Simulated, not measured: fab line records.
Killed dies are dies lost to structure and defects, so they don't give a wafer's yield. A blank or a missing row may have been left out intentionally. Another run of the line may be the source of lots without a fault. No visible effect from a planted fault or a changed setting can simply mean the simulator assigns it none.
8D (eight disciplines) problem report, filled in by code | flow nand_harc | the parts of the form that need people (team, actions taken, sign-off) are left out

== 1. PROBLEM STATEMENT ==
Wafers without a fault read 5.2 with a standard deviation of 2.7, while raw_defect_count at NHARC_P_STI_INSPECT_11 averages 21.7 across 3 wafers of 1 lot. Relative to the usual mean, that is a shift of +6.1 standard deviations.
First seen on wafer L519.3, day 8 15:20, on defect_inspect-01. The record holds 36 wafers of 12 lots with a number at this step. The rule behind "out" and "out of limits": a value lying over 4 standard deviations away from the usual mean. Any other wafer with a number is counted as sound.

== 2. WHAT THIS IS AND IS NOT ==
question                    | is                     | is not
which readings at this step | raw_defect_count       | -
which lots                  | L519                   | L506, L507, L510, L511, L512, L513, L520, L525, L526, L527, L528
which wafers of those lots  | all that have a number | -
read on which gauges        | defect_inspect-01      | defect_inspect-02
when                        | from day 8 15:20       | up to then (18 sound wafers); but 15 sound wafers of L520, L525, L526, L527, L528 came after

== 3. SUSPECTS, AND WHAT RULES EACH OUT ==
Counting: a tool at any process step up to the reading remains a suspect when it ran all the lots that are out and ran no sound lot after the first of those.
- the gauge at NHARC_P_STI_INSPECT_11: kept. All the wafers that are out were read on defect_inspect-01, and no step on other tools shows them out.
- rie_diel-05 at NHARC_P_ZERO_WELL_ETCH_62 (etches the open film in CHF3/Ar, target depth 13 nm, time 6.5 s): ruled out as a lasting fault. The sound lots L527 went through it after L519, its earliest lot that is out (day 7 18:51). NHARC_P_ZERO_WELL_ETCH_62 gives no start for some lots, so the hours and the order of its lots are those of NHARC_P_ZERO_WELL_DESCUM_26.
- rie_diel-12 at NHARC_P_ZERO_WELL_DESCUM_26 (chemistry O2, time 3 s): ruled out as a lasting fault. The sound lots L526, L527 went through it after L519, its earliest lot that is out (day 7 18:51).
- lpcvd-01 at NHARC_P_STI_HM_DEP_30 (deposits Si3N4, target thk 80 nm, time 873 s): ruled out as a lasting fault. The sound lots L526, L527, L528 went through it after L519, its earliest lot that is out (day 8 11:06).
Remaining after the count: defect_inspect-01 at NHARC_P_STI_INSPECT_11.

== 4. THE CAUSE (what the simulator had put in) ==
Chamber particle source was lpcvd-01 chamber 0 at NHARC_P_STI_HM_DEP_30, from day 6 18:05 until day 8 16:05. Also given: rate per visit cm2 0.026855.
The count ruled it out by mistake, since the rule takes a fault to strike every lot its tool runs from the start of the fault on, and this one did not do so.

== 5. SEQUENCE OF EFFECTS, ordered by route ==
Rows list readings where the struck wafers' mean (over those with a number) sits beyond 3 standard deviations from the usual. Readings are gone through only where the record gives a usual standard deviation; hours: the median, over the lots, of the time from a lot's start at the first step in this table giving one to that lot's start at this step; sigmas: the change measured in usual standard deviations.
hours | step                   | reading             | usual | on struck wafers | change | sigmas
0     | NHARC_P_STI_INSPECT_11 | raw_defect_count    | 5.2   | 21.7             | +16.5  | +6.1
512   | NHARC_END_SORT_01      | killed_at_periphery | 4.1   | 15.0             | +10.9  | +3.9

== 6. HOW IT WOULD HAVE BEEN CAUGHT EARLIER ==
The first out-of-limits reading at a measuring or inspecting step in this record came at day 8 15:20, 45 hours after the fault's start at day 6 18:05.
